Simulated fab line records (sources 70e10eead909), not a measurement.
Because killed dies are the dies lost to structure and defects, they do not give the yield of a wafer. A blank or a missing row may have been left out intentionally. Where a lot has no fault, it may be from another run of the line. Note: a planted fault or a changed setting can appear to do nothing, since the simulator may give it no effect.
Which of the tools did it?    flow nandHarc    42 wafers from 14 lots sampled at 4 of the route's 1159 steps

== WHAT EACH GAUGE READ, for each wafer ==
NHARC_END_SORT_01. Usual: defectLimitedYield 95.2 %, standard deviation 1.9; killedAtArray 29, standard deviation 13; killedAtOther 0.7, standard deviation 1; killedAtPeriphery 3.2, standard deviation 2.3; killedDies 33, standard deviation 13; killedOpen 3.3, standard deviation 1.7; killedShort 2.0, standard deviation 1.5; sort_bin_2_pct 1.5 %, standard deviation 0.8; sort_bin_3_pct 0.27 %, standard deviation 0.22; sort_bin_4_pct 3.0 %, standard deviation 1.1; sortNPass 644, standard deviation 13; sortRimYieldPct 96.0 %, standard deviation 2.9; sortYieldPct 95.2 %, standard deviation 1.9.
lot   measured      on         defectLimitedYield (%)  killedAtArray  killedAtOther  killedAtPeriphery  killedDies  killedOpen  killedShort  sort_bin_2_pct (%)  sort_bin_3_pct (%)  sort_bin_4_pct (%)  sortNPass    sortRimYieldPct (%)  sortYieldPct (%)  flag
L879  day 23 01:42  prober-01  91.6 90.4 88.5          19 13 16       3 3 4          35 49 58           57 65 78    5 6 3       5 2 1        2.7 4.1 5.2         2.07 2.07 2.51      3.7 3.4 3.8         620 612 599  85.8 84.9 84.9       91.6 90.4 88.5    OFF
L882  day 23 17:43  prober-02  87.6 90.7 86.1          30 28 38       0 2 1          54 33 55           84 63 94    3 6 3       3 5 2        4.7 4.0 5.8         2.22 1.18 1.92      5.5 4.1 6.2         593 614 583  81.1 84.0 80.2       87.6 90.7 86.1    OFF

== WHICH TOOL RAN EACH LOT (tool, then ch and the chambers of the sampled wafers, then the start) ==
lot   NHARC_P_BONDPAD_DEP_00           NHARC_A_BONDPAD_PRE_CLEAN_26            NHARC_A_BONDPAD_ANNEAL_28
L865  pecvd-02 ch 1,2, day 6 03:02     pvdSputter-02, day 17 20:58 or earlier  rtpAnneal-01 ch 0, day 17 20:58
L866  pecvd-02 ch 1,2, day 6 03:58     pvdSputter-03, day 18 08:32 or earlier  rtpAnneal-02 ch 0, day 18 08:32
L867  pecvd-03 ch 1,2, day 7 01:50     pvdSputter-02, day 18 11:37 or earlier  rtpAnneal-02 ch 0, day 18 11:37
L868  pecvd-02 ch 0,1, day 7 01:57     pvdSputter-03, day 18 11:56 or earlier  rtpAnneal-02 ch 0, day 18 11:56
L870  pecvd-01 ch 0,1, day 7 16:17     pvdSputter-02, day 19 19:37 or earlier  rtpAnneal-02 ch 0, day 19 19:37
L869  pecvd-01 ch 0,1,2, day 7 17:14   pvdSputter-02, day 19 18:01 or earlier  rtpAnneal-02 ch 0, day 19 18:01
L872  pecvd-01 ch 0,1,2, day 8 06:57   pvdSputter-02, day 20 06:37 or earlier  rtpAnneal-01 ch 0, day 20 06:37
L874  pecvd-01 ch 0,2, day 8 14:43     pvdSputter-03, day 20 20:07 or earlier  rtpAnneal-02 ch 0, day 20 20:07
L879  pecvd-02 ch 0,1,2, day 9 21:36   pvdSputter-01, day 21 21:47 or earlier  rtpAnneal-02 ch 0, day 21 21:47
L880  pecvd-03 ch 0,1,2, day 10 04:32  pvdSputter-01, day 21 22:55 or earlier  rtpAnneal-02 ch 0, day 21 22:55
L882  pecvd-02 ch 1,2, day 10 12:32    pvdSputter-03, day 22 09:03 or earlier  rtpAnneal-02 ch 0, day 22 09:03
L883  pecvd-03 ch 0,1, day 10 17:58    pvdSputter-01, day 22 21:37 or earlier  rtpAnneal-02 ch 0, day 22 21:37
L885  pecvd-03 ch 0,1, day 11 11:11    pvdSputter-02, day 23 05:24 or earlier  rtpAnneal-02 ch 0, day 23 05:24
L886  pecvd-01 ch 1,2, day 11 12:36    pvdSputter-01, day 23 12:20 or earlier  rtpAnneal-02 ch 0, day 23 12:20
- NHARC_P_BONDPAD_DEP_00: deposits SiCN, target thk 250 nm.
- NHARC_A_BONDPAD_PRE_CLEAN_26: time 30 s.
- NHARC_A_BONDPAD_ANNEAL_28: time 90 s.

== AS READ BY THE TOOLS THEMSELVES (means over the sampled wafers that have a number; for cases with no such wafer, the mark the record gives instead) ==
NHARC_P_BONDPAD_DEP_00. Usual: heaterPowerW reads 542 W (standard deviation 65).
lot   tool      heaterPowerW (W)  flag
L865  pecvd-02  628               
L866  pecvd-02  529               
L867  pecvd-03  522               
L868  pecvd-02  471               
L870  pecvd-01  591               
L869  pecvd-01  555               
L872  pecvd-01  527               
L874  pecvd-01  538               
L879  pecvd-02  518               
L880  pecvd-03  553               
L882  pecvd-02  540               
L883  pecvd-03  585               
L885  pecvd-03  562               
L886  pecvd-01  576               

NHARC_A_BONDPAD_PRE_CLEAN_26. Usual: heaterPowerW reads 410 W (standard deviation 26).
lot   tool           heaterPowerW (W)  flag
L865  pvdSputter-02  401               
L866  pvdSputter-03  402               
L867  pvdSputter-02  409               
L868  pvdSputter-03  403               
L870  pvdSputter-02  390               
L869  pvdSputter-02  420               
L872  pvdSputter-02  402               
L874  pvdSputter-03  408               
L879  pvdSputter-01  401               
L880  pvdSputter-01  413               
L882  pvdSputter-03  407               
L883  pvdSputter-01  445               
L885  pvdSputter-02  413               
L886  pvdSputter-01  472               

NHARC_A_BONDPAD_ANNEAL_28. Usual: wafer_temp_C_max reads 226.03 (standard deviation 0.25).
lot   tool          wafer_temp_C_max  flag
L865  rtpAnneal-01  225.94            
L866  rtpAnneal-02  226.21            
L867  rtpAnneal-02  226.22            
L868  rtpAnneal-02  226.19            
L870  rtpAnneal-02  226.05            
L869  rtpAnneal-02  225.94            
L872  rtpAnneal-01  226.02            
L874  rtpAnneal-02  226.16            
L879  rtpAnneal-02  226.05            
L880  rtpAnneal-02  226.13            
L882  rtpAnneal-02  226.04            
L883  rtpAnneal-02  226.08            
L885  rtpAnneal-02  225.96            
L886  rtpAnneal-02  225.98            

== THE ANSWER, worked out from the rows above alone ==
Rule: a lot counts as off when the mean over its wafers that have a number is more than 3 standard deviations away from the usual mean. Also off: a lot with no number at a reading for which 4 or more lots have one. The other lots that the step has rows for count as sound. After the gauges, taken in route order, come the tools' own readings; for these a lot's mean is taken, as printed above. The first step at which some lot is off is used, and at that step the reading that is off furthest; a lot without a number counts as furthest.
Off: L879, L882 (NHARC_END_SORT_01, killedAtPeriphery). Neither off nor sound, because the step has no rows for them: L865, L866, L867, L868, L870, L869, L872, L874, L880, L883, L885, L886.
If a tool, at a process step before that reading, ran all the lots that are off and no sound lot after the first of them, it fits. Those tools and the gauges at NHARC_END_SORT_01 are tried in the same way. With no start given for some of its lots, NHARC_A_BONDPAD_PRE_CLEAN_26 uses the hours and lot order of NHARC_A_BONDPAD_ANNEAL_28. This does not decide it: 2 tools fit, namely pecvd-02 at NHARC_P_BONDPAD_DEP_00 and rtpAnneal-02 at NHARC_A_BONDPAD_ANNEAL_28.

== WHAT HAD BEEN PUT IN BY THE SIMULATOR ==
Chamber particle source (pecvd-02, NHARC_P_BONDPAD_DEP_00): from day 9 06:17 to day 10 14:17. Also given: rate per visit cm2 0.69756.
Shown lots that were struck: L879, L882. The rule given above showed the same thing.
